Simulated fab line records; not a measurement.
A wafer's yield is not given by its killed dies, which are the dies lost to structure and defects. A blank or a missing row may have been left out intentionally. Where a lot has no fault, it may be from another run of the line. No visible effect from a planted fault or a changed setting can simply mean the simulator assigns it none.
Matching of chambers ; flow nand harc ; pecvd-04 running NHARC_A_STAIRCASE_DEP_156: 3 sister chambers
The step deposits SiNx, target thk 50 nm. 6 wafers are shown with their chamber, then 8 later ones without.

## WAFERS PAIRED WITH THEIR CHAMBERS
wafer;chamber;heater power w (W);susceptor temp C (C)
L079.4;1;879;399.79
L086.6;0;793;400.42
L091.1;2;680;399.90
L091.3;1;870;399.68
L091.4;0;852;400.10
L092.2;2;758;400.42

## WAFERS WHOSE CHAMBER IS MISSING
wafer;heater power w (W);susceptor temp C (C)
L092.3;789;399.70
L092.6;760;400.15
L095.2;858;400.14
L095.4;652;400.05
L095.6;888;400.26
L097.2;682;399.96
L097.3;722;400.74
L097.5;699;400.73

## WHICH CHAMBER EACH WENT THROUGH
wafer;from the rows above;in truth
L092.3;can't be placed: 1 or 0 or 2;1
L092.6;can't be placed: 2 or 0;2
L095.2;can't be placed: 0 or 1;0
L095.4;2;2
L095.6;can't be placed: 0 or 1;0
L097.2;2;2
L097.3;can't be placed: 2 or 0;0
L097.5;can't be placed: 2 or 0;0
2 of 8 placed correctly. Unplaceable from these rows: 6, with the true chamber sitting among the candidates in 6. 0 placed wrongly.
How it was worked out, from the rows above alone: a wafer's distance from a chamber is the root of the sum, over the readings, of the square of ((its reading less the chamber's mean) divided by the reading's scatter). The wafer belongs to the nearest chamber; if the next one is less than 2 further off, it can't be placed. Each chamber's mean is taken over the wafers shown for it. The scatter is the square root of a quotient: the sum, over the shown wafers, of each reading's squared deviation from its chamber's mean, divided by wafers minus chambers.
